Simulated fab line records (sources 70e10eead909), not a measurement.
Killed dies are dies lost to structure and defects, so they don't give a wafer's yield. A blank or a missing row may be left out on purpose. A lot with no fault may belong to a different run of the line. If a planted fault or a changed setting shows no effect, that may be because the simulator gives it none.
Shared-tool check :: flow nandHarc :: Sampled: 12 lots, 36 wafers

== THE REASON FOR OPENING IT ==
Flagged at NHARC_A_M1_THK_MEAS_24: reading thkNm, on 2 of 12 lots. Wafers without a fault read 154.2 nm, standard deviation 1.8.
Rule: a lot is flagged when every wafer of it that has a number lies more than 4 standard deviations from that mean, or none has a number. All remaining lots are regarded as sound.

lot: L498
measured: day 17 21:43
on: filmMetro-01
thkNm (nm), wafer by wafer: 154.9 154.1 154.1
flag: 

lot: L499
measured: day 18 10:31
on: filmMetro-02
thkNm (nm), wafer by wafer: 156.2 155.5 153.1
flag: 

lot: L496
measured: day 18 11:15
on: filmMetro-01
thkNm (nm), wafer by wafer: 153.5 153.3 154.7
flag: 

lot: L500
measured: day 18 12:11
on: filmMetro-01
thkNm (nm), wafer by wafer: 153.6 158.0 152.9
flag: 

lot: L501
measured: day 18 15:07
on: filmMetro-02
thkNm (nm), wafer by wafer: 151.0 155.7 154.5
flag: 

lot: L502
measured: day 20 11:31
on: filmMetro-02
thkNm (nm), wafer by wafer: 154.0 156.4 153.7
flag: 

lot: L505
measured: day 20 12:46
on: filmMetro-01
thkNm (nm), wafer by wafer: 151.8 155.3 152.5
flag: 

lot: L506
measured: day 20 18:03
on: filmMetro-01
thkNm (nm), wafer by wafer: 152.8 150.2 152.3
flag: 

lot: L509
measured: day 21 19:08
on: filmMetro-01
thkNm (nm), wafer by wafer: 152.9 156.4 153.9
flag: 

lot: L514
measured: day 22 00:58
on: filmMetro-01
thkNm (nm), wafer by wafer: 400.2 402.2 398.8
flag: FLAGGED

lot: L515
measured: day 22 05:18
on: filmMetro-02
thkNm (nm), wafer by wafer: 390.9 400.5 395.4
flag: FLAGGED

lot: L519
measured: day 23 16:19
on: filmMetro-02
thkNm (nm), wafer by wafer: 156.5 154.9 155.8
flag: 
The numbers of the flagged lots are 398.0 nm on average: +243.8 nm against the usual, or +99 or more standard deviations.

== EACH LOT AND THE TOOL IT RAN ON ==
3 process steps preceding the reading are held in the record, out of 1159 steps in the route. In each cell: the tool, then ch and the chambers that the sampled wafers went through, then the start.
lot: L498
flag: 
NHARC_A_M1_PVD_21: pvdSputter-02, day 17 21:04 or earlier
NHARC_A_M1_ANNEAL_31: rtpAnneal-02 ch 0, day 17 21:04
NHARC_A_M1_CMP_23: cmp-01 ch 0,2,3, day 17 21:26

lot: L499
flag: 
NHARC_A_M1_PVD_21: pvdSputter-02, day 18 09:51 or earlier
NHARC_A_M1_ANNEAL_31: rtpAnneal-01 ch 0, day 18 09:51
NHARC_A_M1_CMP_23: cmp-04 ch 1,2,3, day 18 10:12

lot: L496
flag: 
NHARC_A_M1_PVD_21: pvdSputter-02, day 18 10:38 or earlier
NHARC_A_M1_ANNEAL_31: rtpAnneal-02 ch 0, day 18 10:38
NHARC_A_M1_CMP_23: cmp-03 ch 0,3, day 18 10:56

lot: L500
flag: 
NHARC_A_M1_PVD_21: pvdSputter-01, day 18 11:33 or earlier
NHARC_A_M1_ANNEAL_31: rtpAnneal-02 ch 0, day 18 11:33
NHARC_A_M1_CMP_23: cmp-01 ch 0,2,3, day 18 11:54

lot: L501
flag: 
NHARC_A_M1_PVD_21: pvdSputter-02, day 18 14:26 or earlier
NHARC_A_M1_ANNEAL_31: rtpAnneal-02 ch 0, day 18 14:26
NHARC_A_M1_CMP_23: cmp-04 ch 0,2,3, day 18 14:47

lot: L502
flag: 
NHARC_A_M1_PVD_21: pvdSputter-01, day 20 10:50 or earlier
NHARC_A_M1_ANNEAL_31: rtpAnneal-02 ch 0, day 20 10:50
NHARC_A_M1_CMP_23: cmp-01 ch 1,2,3, day 20 11:11

lot: L505
flag: 
NHARC_A_M1_PVD_21: pvdSputter-02, day 20 12:16 or earlier
NHARC_A_M1_ANNEAL_31: rtpAnneal-01 ch 0, day 20 12:16
NHARC_A_M1_CMP_23: cmp-04 ch 0,1,2, day 20 12:32

lot: L506
flag: 
NHARC_A_M1_PVD_21: pvdSputter-03, day 20 17:26 or earlier
NHARC_A_M1_ANNEAL_31: rtpAnneal-01 ch 0, day 20 17:26
NHARC_A_M1_CMP_23: cmp-04 ch 0,1,2, day 20 17:44

lot: L509
flag: 
NHARC_A_M1_PVD_21: pvdSputter-03, day 21 18:34 or earlier
NHARC_A_M1_ANNEAL_31: rtpAnneal-02 ch 0, day 21 18:34
NHARC_A_M1_CMP_23: cmp-03 ch 0,1, day 21 18:50

lot: L514
flag: FLAGGED
NHARC_A_M1_PVD_21: pvdSputter-02, day 22 00:19 or earlier
NHARC_A_M1_ANNEAL_31: rtpAnneal-02 ch 0, day 22 00:19
NHARC_A_M1_CMP_23: cmp-03 ch 1,2,3, day 22 00:43

lot: L515
flag: FLAGGED
NHARC_A_M1_PVD_21: pvdSputter-01, day 22 04:38 or earlier
NHARC_A_M1_ANNEAL_31: rtpAnneal-02 ch 0, day 22 04:38
NHARC_A_M1_CMP_23: cmp-04 ch 1,2,3, day 22 05:01

lot: L519
flag: 
NHARC_A_M1_PVD_21: pvdSputter-03, day 23 15:43 or earlier
NHARC_A_M1_ANNEAL_31: rtpAnneal-02 ch 0, day 23 15:43
NHARC_A_M1_CMP_23: cmp-03 ch 1,3, day 23 16:01
What is done by these steps:
- NHARC_A_M1_PVD_21: deposits Cu, target thk 30 nm, time 20.49 s.
- NHARC_A_M1_ANNEAL_31: time 90 s.
- NHARC_A_M1_CMP_23: polishes, t overpolish 20 s, target thk 154.34 nm.
- NHARC_A_M1_THK_MEAS_24: measures by xrf.

== FLAGGED AGAINST TOTAL, ONE TOOL AT A TIME (gauges that did the reading follow at the end) ==
step: NHARC_A_M1_PVD_21
tool: pvdSputter-01
lots run: 3
flagged: 1
share of the flagged lots: some
sound lots run after its first flagged lot: 0

step: NHARC_A_M1_PVD_21
tool: pvdSputter-02
lots run: 6
flagged: 1
share of the flagged lots: some
sound lots run after its first flagged lot: 0

step: NHARC_A_M1_PVD_21
tool: pvdSputter-03
lots run: 3
flagged: 0
share of the flagged lots: none
sound lots run after its first flagged lot: -

step: NHARC_A_M1_ANNEAL_31
tool: rtpAnneal-01
lots run: 3
flagged: 0
share of the flagged lots: none
sound lots run after its first flagged lot: -

step: NHARC_A_M1_ANNEAL_31
tool: rtpAnneal-02
lots run: 9
flagged: 2
share of the flagged lots: all
sound lots run after its first flagged lot: 1 (L519)

step: NHARC_A_M1_CMP_23
tool: cmp-01
lots run: 3
flagged: 0
share of the flagged lots: none
sound lots run after its first flagged lot: -

step: NHARC_A_M1_CMP_23
tool: cmp-03
lots run: 4
flagged: 1
share of the flagged lots: some
sound lots run after its first flagged lot: 1 (L519)

step: NHARC_A_M1_CMP_23
tool: cmp-04
lots run: 5
flagged: 1
share of the flagged lots: some
sound lots run after its first flagged lot: 0

step: NHARC_A_M1_THK_MEAS_24
tool: filmMetro-01
lots run: 7
flagged: 1
share of the flagged lots: some
sound lots run after its first flagged lot: 0

step: NHARC_A_M1_THK_MEAS_24
tool: filmMetro-02
lots run: 5
flagged: 1
share of the flagged lots: some
sound lots run after its first flagged lot: 1 (L519)
With no start given for some of its lots, NHARC_A_M1_PVD_21 uses the hours and lot order of NHARC_A_M1_ANNEAL_31.

== WHAT THE TABLE ALLOWS ==
All flagged lots share 1 row of the table, namely rtpAnneal-02 at NHARC_A_M1_ANNEAL_31.
- rtpAnneal-02 at NHARC_A_M1_ANNEAL_31 ran 9 lots, 2 of them flagged. Lots that were sound ran on it after the first flagged one (L519); a persistent fault on the entire tool would not allow that.
There is no row in the table that ran each flagged lot and no sound lot after the first.

== WHAT THE SIMULATOR HAD PUT IN ==
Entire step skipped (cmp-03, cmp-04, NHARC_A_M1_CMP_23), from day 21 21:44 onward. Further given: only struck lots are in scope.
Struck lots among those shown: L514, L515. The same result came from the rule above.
